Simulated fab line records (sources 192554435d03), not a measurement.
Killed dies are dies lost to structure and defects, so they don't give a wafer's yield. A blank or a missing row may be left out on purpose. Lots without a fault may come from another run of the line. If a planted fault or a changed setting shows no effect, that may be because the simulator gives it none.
fab line records + flow n5-finfet
record:
- lots: 6
- wafers: 18
- last-day: 17
route steps=1938 shown WELL_APT@50 PMOS_HMC_CHANNEL_EPI@57 BEOL_M4@1111
lots that met no fault: taken from a fault-free run of the same line
start-h: start of the lot's first displayed wafer, in hours after the record's first day + wait-h: how many hours have passed since the lot's step before this one + " repeats the value in the row above + L1.1+2: one row covering several wafers at once + - either no value or no given start + * or withheld: withheld + < > ~ a bound
route shown NAME@n: NAME is a module with steps in the file, n the number in the route of the first one + usual: the fault-free wafers' mean and standard deviation + same: alike in all rows + chamber/n: place in a boat + sites: readings site by site + _std_site: the values' standard deviation + _edge_site: inner sites' mean taken away from outer sites' mean + radius-mm: for every site, how far away it sits from the centre of the wafer + mask NAME#n: copy n + behind: the last tool/chamber to shape the wafer + hold: the reason the lot was held/the length of the hold in hours/how it ended + device: names the non-switching transistor (n, p or np) + end of line: tests of these same wafers at the route's end + a step without rows: its recipe alone + killed: the dies lost at the first sort to structure and to defects; this is not the yield of the wafer + map: the dies of a wafer, with x for killed, . for not killed, _ for no die there
set.NAME: the run value of the setting; set.NAME@STEP: its run value at that earlier step + model.NAME: the simulator's own value behind a step, which no gauge read
certain route steps with their lots: each step a table, each wafer a row
services: from which hour (start-h, from the record's first day; less than 0 if before it) a tool's chamber was out of use, for how many hours, and why
== steps ==
step: N5_WELL_APT_RTA_34
recipe:
- temp-c: 1000
- time-s: 10
- ambient: N2
- idle-temp-c: 600
- ramp-up-c-per-s: 150
- ramp-down-c-per-s: 60
- cool-to-c: 600
usual:
- lamp-power-pct: 13.01/0.05
- lamp_zone_5_pct: 12.999/0.029
- lamp_zone_6_pct: 12.92/0.03
- lamp_zone_7_pct: 13.422/0.03
- wafer_temp_C_max: 1003.6/1.1
| lot.wafer | tool          | chamber | start-h | wait-h | lamp-power-pct | lamp_zone_5_pct | lamp_zone_6_pct | lamp_zone_7_pct | wafer_temp_C_max |
|-----------|---------------|---------|---------|--------|----------------|-----------------|-----------------|-----------------|------------------|
| L946.3    | rtp-anneal-01 | 0       | 46.54   | 0.1    | 13.02          | 12.991          | 12.91           | 13.389          | 1002.9           |
| L946.4    | "             | 0       | "       | "      | 12.96          | 13.035          | 12.91           | 13.453          | 1002.6           |
| L946.6    | "             | 0       | "       | "      | 13.03          | 13.013          | 12.90           | 13.389          | 1003.7           |
| L950.1    | rtp-anneal-02 | 0       | 71.03   | 0.0    | 13.04          | 13.040          | 12.95           | 13.447          | 1004.1           |
| L950.2    | "             | 0       | "       | "      | 13.02          | 12.994          | 12.94           | 13.396          | 1002.2           |
| L950.3    | "             | 0       | "       | "      | 13.00          | 12.997          | 12.87           | 13.423          | 1003.2           |
| L954.1    | rtp-anneal-01 | 0       | 94.19   | 0.0    | 12.97          | 13.001          | 12.88           | 13.429          | 1004.9           |
| L954.4    | "             | 0       | "       | "      | 12.99          | 13.005          | 12.90           | 13.407          | 1001.9           |
| L954.5    | "             | 0       | "       | "      | 12.92          | 12.984          | 12.91           | 13.413          | 1002.7           |
| L960.3    | rtp-anneal-02 | 0       | 129.82  | 0.2    | 13.02          | 13.032          | 12.93           | 13.426          | 1005.2           |
| L960.4    | "             | 0       | "       | "      | 13.04          | 12.962          | 12.91           | 13.430          | 1003.6           |
| L960.5    | "             | 0       | "       | "      | 12.99          | 12.957          | 12.97           | 13.431          | 1002.4           |
| L962.2    | rtp-anneal-02 | 0       | 141.86  | 0.1    | 13.01          | 12.986          | 12.91           | 13.402          | 1003.2           |
| L962.4    | "             | 0       | "       | "      | 13.05          | 12.961          | 12.90           | 13.436          | 1003.4           |
| L962.6    | "             | 0       | "       | "      | 13.02          | 13.016          | 12.98           | 13.455          | 1005.3           |
| L963.3    | rtp-anneal-02 | 0       | 147.89  | 0.1    | 12.99          | 13.006          | 12.89           | 13.387          | 1001.8           |
| L963.4    | "             | 0       | "       | "      | 12.96          | 13.039          | 12.89           | 13.455          | 1002.8           |
| L963.6    | "             | 0       | "       | "      | 13.07          | 13.023          | 12.89           | 13.449          | 1006.1           |
step: N5_WELL_APT_OXIDE_STRIP_42
recipe:
- chemistry: dHF
- dilution: 25:1
- time-s: 45
- temp-c: 25
- target: SiO2
- target-depth-a: 120
step: N5_WELL_APT_PRECLEAN_36
recipe:
- chemistry: O3/DIW
- time-s: 45
- temp-c: 22
- o3-ppm: 10
step: N5_WELL_APT_PRECLEAN_39
recipe:
- chemistry: dHF
- time-s: 60
- dilution: 150:1
- temp-c: 25
step: N5_WELL_APT_SRD_37
recipe:
- dry: ipa-marangoni
- do-ppb: 5
- time-s: 30
- temp-c: 23
- rinse-liquid: diw
step: N5_WELL_APT_EPI_41
recipe:
- material: Si
- target-thk-a: 500
- temp-c: 650
- precursor: SiH4/H2
- pressure-torr: 20
- time-s: 297.7
usual:
- susceptor-temp-C: 650.00/0.28
- throttle-valve-pct: 11.3/0.35
| lot.wafer | tool         | chamber | start-h | wait-h | susceptor-temp-C | throttle-valve-pct |
|-----------|--------------|---------|---------|--------|------------------|--------------------|
| L946.3    | epi-rpcvd-01 | 0       | 47.01   | 0.3    | 649.83           | 11.2               |
| L946.4    | "            | 0       | "       | "      | 650.30           | 10.9               |
| L946.6    | "            | 0       | "       | "      | 650.38           | 11.1               |
| L950.1    | epi-rpcvd-01 | 0       | 71.29   | 0.0    | 650.62           | 10.9               |
| L950.2    | "            | 0       | "       | "      | 649.98           | 11.2               |
| L950.3    | "            | 0       | "       | "      | 649.38           | 10.8               |
| L954.1    | epi-rpcvd-03 | 0       | 94.43   | 0.0    | 649.65           | 11.3               |
| L954.4    | "            | 0       | "       | "      | 649.81           | 11.6               |
| L954.5    | "            | 0       | "       | "      | 649.68           | 11.3               |
| L960.3    | epi-rpcvd-02 | 0       | 130.24  | 0.2    | 650.20           | 11.4               |
| L960.4    | "            | 0       | "       | "      | 650.06           | 11.8               |
| L960.5    | "            | 0       | "       | "      | 650.05           | 11.6               |
| L962.2    | epi-rpcvd-01 | 0       | 142.21  | 0.2    | 649.52           | 10.9               |
| L962.4    | "            | 0       | "       | "      | 650.16           | 11.0               |
| L962.6    | "            | 0       | "       | "      | 650.17           | 11.1               |
| L963.3    | epi-rpcvd-01 | 0       | 148.30  | 0.2    | 650.00           | 11.2               |
| L963.4    | "            | 0       | "       | "      | 649.97           | 10.9               |
| L963.6    | "            | 0       | "       | "      | 649.48           | 11.0               |
step: N5_WELL_APT_INSPECT_38
recipe:
- inspect-instrument: darkfield
- mode: post-epi
usual:
- raw-defect-count: 12/4.8
| lot.wafer | tool              | chamber | start-h | wait-h | raw-defect-count |
|-----------|-------------------|---------|---------|--------|------------------|
| L946.3    | defect-inspect-02 | -       | 47.58   | 0.4    | 7                |
| L946.4    | "                 | -       | "       | "      | 4                |
| L946.6    | "                 | -       | "       | "      | 5                |
| L950.1    | defect-inspect-02 | -       | 71.92   | 0.5    | 13               |
| L950.2    | "                 | -       | "       | "      | 9                |
| L950.3    | "                 | -       | "       | "      | 13               |
| L954.1    | defect-inspect-02 | -       | 95.06   | 0.5    | 10               |
| L954.4    | "                 | -       | "       | "      | 15               |
| L954.5    | "                 | -       | "       | "      | 13               |
| L960.3    | defect-inspect-02 | -       | 130.68  | 0.3    | 16               |
| L960.4    | "                 | -       | "       | "      | 15               |
| L960.5    | "                 | -       | "       | "      | 9                |
| L962.2    | defect-inspect-01 | -       | 142.91  | 0.6    | 7                |
| L962.4    | "                 | -       | "       | "      | 12               |
| L962.6    | "                 | -       | "       | "      | 8                |
| L963.3    | defect-inspect-01 | -       | 148.73  | 0.3    | 10               |
| L963.4    | "                 | -       | "       | "      | 15               |
| L963.6    | "                 | -       | "       | "      | 17               |
step: N5_PMOS_HMC_CHANNEL_EPI_HM_DEP_34
recipe:
- material: SiO2
- target-thk-a: 360
- temp-c: 400
- precursor: TEOS/O2
- pressure-torr: 6.5
- rf-w: 900
- teos-flow-sccm: 161.4
- gas: O2
- flow-sccm: 2650
- time-s: 6.9
usual:
- heater-power-w: 517/100
- showerhead-plenum-p-Torr: 8.336/0.029
- susceptor-temp-C: 399.98/0.22
- throttle-valve-pct: 18.4/1.2
| lot.wafer | tool     | chamber | start-h | wait-h | heater-power-w | showerhead-plenum-p-Torr | susceptor-temp-C | throttle-valve-pct |
|-----------|----------|---------|---------|--------|----------------|--------------------------|------------------|--------------------|
| L946.3    | pecvd-04 | 1       | 47.61   | 0.0    | 638            | 8.351                    | 400.20           | 21.2               |
| L946.4    | "        | 2       | "       | "      | 403            | 8.343                    | 399.90           | 16.7               |
| L946.6    | "        | 1       | "       | "      | 663            | 8.333                    | 399.51           | 21.3               |
| L950.1    | pecvd-04 | 2       | 71.96   | 0.0    | 494            | 8.332                    | 399.98           | 16.9               |
| L950.2    | "        | 0       | "       | "      | 433            | 8.350                    | 400.08           | 19.6               |
| L950.3    | "        | 1       | "       | "      | 635            | 8.331                    | 400.12           | 21.3               |
| L954.1    | pecvd-04 | 0       | 95.10   | 0.0    | 516            | 8.327                    | 400.15           | 19.6               |
| L954.4    | "        | 0       | "       | "      | 501            | 8.318                    | 400.00           | 19.9               |
| L954.5    | "        | 2       | "       | "      | 413            | 8.326                    | 399.92           | 16.8               |
| L960.3    | pecvd-03 | 2       | 130.72  | 0.0    | 347            | 8.306                    | 400.39           | 18.0               |
| L960.4    | "        | 0       | "       | "      | 577            | 8.337                    | 399.59           | 17.8               |
| L960.5    | "        | 1       | "       | "      | 704            | 8.411                    | 399.96           | 19.4               |
| L962.2    | pecvd-02 | 1       | 142.95  | 0.0    | 456            | 8.343                    | 399.91           | 18.7               |
| L962.4    | "        | 0       | "       | "      | 512            | 8.325                    | 399.76           | 17.2               |
| L962.6    | "        | 1       | "       | "      | 465            | 8.360                    | 399.78           | 19.1               |
| L963.3    | pecvd-02 | 1       | 148.77  | 0.0    | 495            | 8.325                    | 400.12           | 18.7               |
| L963.4    | "        | 0       | "       | "      | 581            | 8.296                    | 400.11           | 17.1               |
| L963.6    | "        | 1       | "       | "      | 490            | 8.346                    | 399.75           | 18.9               |
step: N5_PMOS_HMC_CHANNEL_EPI_COAT_31
recipe:
- resist: BARC
- temp-c: 205
- time-s: 60
- spin-rpm: 1500
- resist-thk-nm: 66
step: N5_PMOS_HMC_CHANNEL_EPI_COAT_03
recipe:
- resist: CAR-ArF-block
- spin-rpm: 1500
- resist-thk-nm: 205
step: N5_PMOS_HMC_CHANNEL_EPI_EBR_05
recipe:
- solvent: PGMEA
- ebr-width-mm: 1.5
step: N5_PMOS_HMC_CHANNEL_EPI_SOFTBAKE_04
recipe:
- temp-c: 110
- time-s: 60
- resist: CAR-ArF-block
step: N5_PMOS_HMC_CHANNEL_EPI_EXPOSE_06
recipe:
- mask-id: PMOS_HMC_BLK
- na: 1.35
- source-shape: conventional
- sigma-outer: 0.8
- polarization: unpolarized
- target-cd-nm: 240
- dose-mj: 41
| lot.wafer  | tool            | chamber | start-h | wait-h | mask           | model.PMOS_HMC_CHANNEL_EPI.overlay-x-nm |
|------------|-----------------|---------|---------|--------|----------------|-----------------------------------------|
| L946.3+4+6 | arfi-scanner-01 | 0       | 47.78   | -      | PMOS_HMC_BLK#0 | -0.7892                                 |
| L950.1+2+3 | arfi-scanner-01 | 0       | 72.11   | -      | PMOS_HMC_BLK#0 | -0.01248                                |
| L954.1+4+5 | arfi-scanner-01 | 0       | 95.38   | -      | PMOS_HMC_BLK#0 | 71.66                                   |
| L960.3+4+5 | arfi-scanner-01 | 0       | 131.01  | -      | PMOS_HMC_BLK#0 | 70.8                                    |
| L962.2+4+6 | arfi-scanner-03 | 0       | 143.24  | -      | PMOS_HMC_BLK#0 | 0.1462                                  |
| L963.3+4+6 | arfi-scanner-02 | 0       | 149.06  | -      | PMOS_HMC_BLK#0 | 0.7065                                  |
step: N5_PMOS_HMC_CHANNEL_EPI_PEB_07
recipe:
- peb-temp-c: 110
- peb-time-s: 60
- resist: CAR-ArF-block
step: N5_PMOS_HMC_CHANNEL_EPI_DEVELOP_08
recipe:
- develop-time-s: 30
- developer: TMAH
- resist: CAR-ArF-block
- dev-temp-c: 23
- rinse-liquid: diw
- dry: air-spin
step: N5_PMOS_HMC_CHANNEL_EPI_CD_MEAS_09
recipe:
- target-cd-nm: 237.4
- landing-energy-ev: 500
- detector: se-inlens
usual:
- cd-nm: 236.6/1.2
| lot.wafer | tool      | chamber | start-h | wait-h | cd-nm |
|-----------|-----------|---------|---------|--------|-------|
| L946.3    | cd-sem-03 | 0       | 47.89   | -      | 237.3 |
| L946.4    | "         | 0       | "       | "      | 236.8 |
| L946.6    | "         | 0       | "       | "      | 237.4 |
| L950.1    | cd-sem-02 | 0       | 72.24   | -      | 238.1 |
| L950.2    | "         | 0       | "       | "      | 237.8 |
| L950.3    | "         | 0       | "       | "      | 236.4 |
| L954.1    | cd-sem-01 | 0       | 95.51   | -      | 237.0 |
| L954.4    | "         | 0       | "       | "      | 237.5 |
| L954.5    | "         | 0       | "       | "      | 236.0 |
| L960.3    | cd-sem-02 | 0       | 131.12  | -      | 235.8 |
| L960.4    | "         | 0       | "       | "      | 234.6 |
| L960.5    | "         | 0       | "       | "      | 236.7 |
| L962.2    | cd-sem-03 | 0       | 143.36  | -      | 235.9 |
| L962.4    | "         | 0       | "       | "      | 234.8 |
| L962.6    | "         | 0       | "       | "      | 235.7 |
| L963.3    | cd-sem-02 | 0       | 149.18  | -      | 237.9 |
| L963.4    | "         | 0       | "       | "      | 235.5 |
| L963.6    | "         | 0       | "       | "      | 235.2 |
step: N5_PMOS_HMC_CHANNEL_EPI_OVL_MEAS_10
recipe:
- points-per-wafer: 44
usual:
- PMOS_HMC_BLK_OVL: 0.1/0.7
| lot.wafer | tool       | chamber | start-h | wait-h | PMOS_HMC_BLK_OVL[nm] |
|-----------|------------|---------|---------|--------|----------------------|
| L946.3    | overlay-01 | 0       | 47.92   | 0.0    | -0.6                 |
| L946.4    | "          | 0       | "       | "      | 0.4                  |
| L946.6    | "          | 0       | "       | "      | -0.6                 |
| L950.1    | overlay-02 | 0       | 72.28   | 0.0    | -0.6                 |
| L950.2    | "          | 0       | "       | "      | 0.6                  |
| L950.3    | "          | 0       | "       | "      | 0.0                  |
| L954.1    | overlay-02 | 0       | 95.54   | 0.0    | 84.2                 |
| L954.4    | "          | 0       | "       | "      | 83.0                 |
| L954.5    | "          | 0       | "       | "      | 83.7                 |
| L960.3    | overlay-01 | 0       | 131.15  | 0.0    | 81.5                 |
| L960.4    | "          | 0       | "       | "      | 82.3                 |
| L960.5    | "          | 0       | "       | "      | 81.7                 |
| L962.2    | overlay-01 | 0       | 143.39  | 0.0    | 0.5                  |
| L962.4    | "          | 0       | "       | "      | 0.4                  |
| L962.6    | "          | 0       | "       | "      | 0.4                  |
| L963.3    | overlay-01 | 0       | 149.21  | 0.0    | 1.6                  |
| L963.4    | "          | 0       | "       | "      | 0.9                  |
| L963.6    | "          | 0       | "       | "      | 1.3                  |
step: N5_PMOS_HMC_CHANNEL_EPI_INSPECT_11
recipe:
- mode: adi
- inspect-instrument: macro
usual:
- raw-defect-count: 2.1/1.3
| lot.wafer | tool              | chamber | start-h | wait-h | raw-defect-count |
|-----------|-------------------|---------|---------|--------|------------------|
| L946.3    | defect-inspect-02 | -       | 47.95   | 0.0    | 3                |
| L946.4    | "                 | -       | "       | "      | 3                |
| L946.6    | "                 | -       | "       | "      | 2                |
| L950.1    | defect-inspect-02 | -       | 72.30   | 0.0    | 2                |
| L950.2    | "                 | -       | "       | "      | 2                |
| L950.3    | "                 | -       | "       | "      | 2                |
| L954.1    | defect-inspect-02 | -       | 95.56   | 0.0    | 1                |
| L954.4    | "                 | -       | "       | "      | 2                |
| L954.5    | "                 | -       | "       | "      | 3                |
| L960.3    | defect-inspect-01 | -       | 131.18  | 0.0    | 3                |
| L960.4    | "                 | -       | "       | "      | 1                |
| L960.5    | "                 | -       | "       | "      | 1                |
| L962.2    | defect-inspect-02 | -       | 143.41  | 0.0    | 3                |
| L962.4    | "                 | -       | "       | "      | 2                |
| L962.6    | "                 | -       | "       | "      | 3                |
| L963.3    | defect-inspect-01 | -       | 149.23  | 0.0    | 2                |
| L963.4    | "                 | -       | "       | "      | 1                |
| L963.6    | "                 | -       | "       | "      | 1                |
step: N5_BEOL_M4_RC_MEAS_101
usual:
- DIBL_N: 37.1/2.4
- DIBL_P: 37/3
- IOFF_N: 0.18/0.053
- IOFF_P: 0.21/0.05
- ION_N: 674/14
- ION_P: 459/9.2
- SS_N: 72.1/0.9
- SS_P: 73.4/0.89
- VT_N: 250/3.8
- VT_P: -251/3.7
| lot.wafer | tool      | chamber | start-h | wait-h | DIBL_N[mV/V] | DIBL_P[mV/V] | IOFF_N[nA/um] | IOFF_P[nA/um] | ION_N[uA/um] | ION_P[uA/um] | SS_N[mV/dec] | SS_P[mV/dec] | VT_N[mV] | VT_P[mV] |
|-----------|-----------|---------|---------|--------|--------------|--------------|---------------|---------------|--------------|--------------|--------------|--------------|----------|----------|
| L946.3    | prober-02 | 0       | 206.00  | 0.3    | 32.0         | 29           | 0.08          | 0.10          | 628          | 434          | 71.0         | 71.1         | 261      | -260     |
| L946.4    | "         | 0       | "       | "      | 35.8         | 34           | 0.13          | 0.15          | 657          | 442          | 71.5         | 72.9         | 255      | -257     |
| L946.6    | "         | 0       | "       | "      | 35.8         | 34           | 0.13          | 0.14          | 645          | 438          | 71.7         | 72.4         | 255      | -259     |
| L950.1    | prober-01 | 0       | 229.62  | 0.0    | 37.4         | 35           | 0.15          | 0.16          | 662          | 448          | 71.6         | 72.4         | 251      | -257     |
| L950.2    | "         | 0       | "       | "      | 38.4         | 36           | 0.19          | 0.19          | 681          | 452          | 71.8         | 73.2         | 245      | -253     |
| L950.3    | "         | 0       | "       | "      | 33.7         | 32           | 0.10          | 0.13          | 653          | 448          | 71.1         | 72.6         | 257      | -258     |
| L954.1    | prober-01 | 0       | 257.22  | 0.0    | 40.1         | 41           | 0.26          | 0.29          | 690          | 470          | 73.4         | 74.9         | 245      | -246     |
| L954.4    | "         | 0       | "       | "      | 36.5         | 36           | 0.17          | 0.21          | 663          | 457          | 72.8         | 74.3         | 251      | -250     |
| L954.5    | "         | 0       | "       | "      | 32.3         | 31           | 0.11          | 0.14          | 649          | 443          | 71.4         | 72.0         | 257      | -254     |
| L960.3    | prober-02 | 0       | 285.62  | 0.3    | 40.4         | 43           | 0.25          | 0.29          | 687          | 464          | 72.8         | 73.9         | 246      | -246     |
| L960.4    | "         | 0       | "       | "      | 37.4         | 39           | 0.19          | 0.22          | 671          | 460          | 71.9         | 73.5         | 250      | -250     |
| L960.5    | "         | 0       | "       | "      | 37.1         | 39           | 0.18          | 0.21          | 682          | 463          | 71.5         | 73.3         | 249      | -251     |
| L962.2    | prober-02 | 0       | 309.45  | 0.2    | 36.6         | 37           | 0.19          | 0.18          | 665          | 444          | 73.1         | 73.8         | 248      | -254     |
| L962.4    | "         | 0       | "       | "      | 32.3         | 33           | 0.11          | 0.14          | 658          | 448          | 70.8         | 71.9         | 252      | -259     |
| L962.6    | "         | 0       | "       | "      | 30.6         | 29           | 0.09          | 0.10          | 637          | 431          | 71.0         | 71.6         | 257      | -261     |
| L963.3    | prober-01 | 0       | 309.93  | 0.3    | 38.0         | 39           | 0.20          | 0.21          | 685          | 458          | 72.1         | 73.7         | 248      | -254     |
| L963.4    | "         | 0       | "       | "      | 35.8         | 35           | 0.15          | 0.16          | 662          | 443          | 71.5         | 73.2         | 253      | -257     |
| L963.6    | "         | 0       | "       | "      | 36.7         | 36           | 0.16          | 0.17          | 667          | 448          | 71.7         | 73.5         | 247      | -257     |
== services ==
| tool            | chamber | start-h | hours | kind           |
|-----------------|---------|---------|-------|----------------|
| arfi-scanner-03 | -       | 25.57   | 1.0   | pm             |
| arfi-scanner-01 | -       | 36.97   | 0.8   | pm             |
| arfi-scanner-02 | -       | 38.72   | 1.3   | pm             |
| arfi-scanner-02 | -       | 41.46   | 0.6   | repair         |
| pecvd-03        | -       | 49.73   | 4.3   | pm             |
| arfi-scanner-01 | 0       | 51.79   | -     | calibration    |
| pecvd-04        | 0       | 57.84   | 1.8   | repair         |
| arfi-scanner-03 | -       | 61.59   | 1.3   | pm             |
| arfi-scanner-03 | -       | 68.44   | 1.0   | pm             |
| pecvd-04        | 2       | 75.09   | 5.2   | repair         |
| pecvd-02        | 0       | 76.61   | -     | calibration    |
| arfi-scanner-03 | -       | 77.18   | 6.0   | pm             |
| arfi-scanner-01 | -       | 84.36   | 1.0   | pm             |
| pecvd-03        | 1       | 89.80   | 5.5   | scheduled-down |
| arfi-scanner-02 | -       | 94.33   | 11.1  | repair         |
| pecvd-04        | 2       | 98.38   | 2.1   | scheduled-down |
| epi-rpcvd-01    | -       | 120.53  | 2.8   | pm             |
| arfi-scanner-02 | -       | 121.92  | 0.8   | pm             |
| arfi-scanner-03 | -       | 123.99  | 0.8   | pm             |
| arfi-scanner-03 | -       | 128.33  | 4.9   | pm             |
| arfi-scanner-03 | -       | 133.34  | 2.0   | repair         |
| arfi-scanner-01 | -       | 134.69  | 1.3   | pm             |
| arfi-scanner-01 | -       | 141.37  | 1.9   | repair         |
== key ==
first-sign:
- step: N5_PMOS_HMC_CHANNEL_EPI_OVL_MEAS_10
- reading: PMOS_HMC_BLK_OVL
- direction: up
- sigmas: 99+
- usual: 0.1
- struck: 82.7
effect none on later readings
model-effect:
- step: N5_PMOS_HMC_CHANNEL_EPI_EXPOSE_06
- value: PMOS_HMC_CHANNEL_EPI.overlay-x-nm
- without: 0.4199
- struck: 71.23
met-at N5_PMOS_HMC_CHANNEL_EPI_EXPOSE_06
struck-wafers L954.1,L954.4,L954.5,L960.3,L960.4,L960.5
onset-between 72.11 95.38
fault:
- kind: scanner-matching-overlay
- tool: arfi-scanner-01
- chamber: -
- onset-h: 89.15
- steps: N5_PMOS_HMC_CHANNEL_EPI_EXPOSE_06
- offset: 70.807
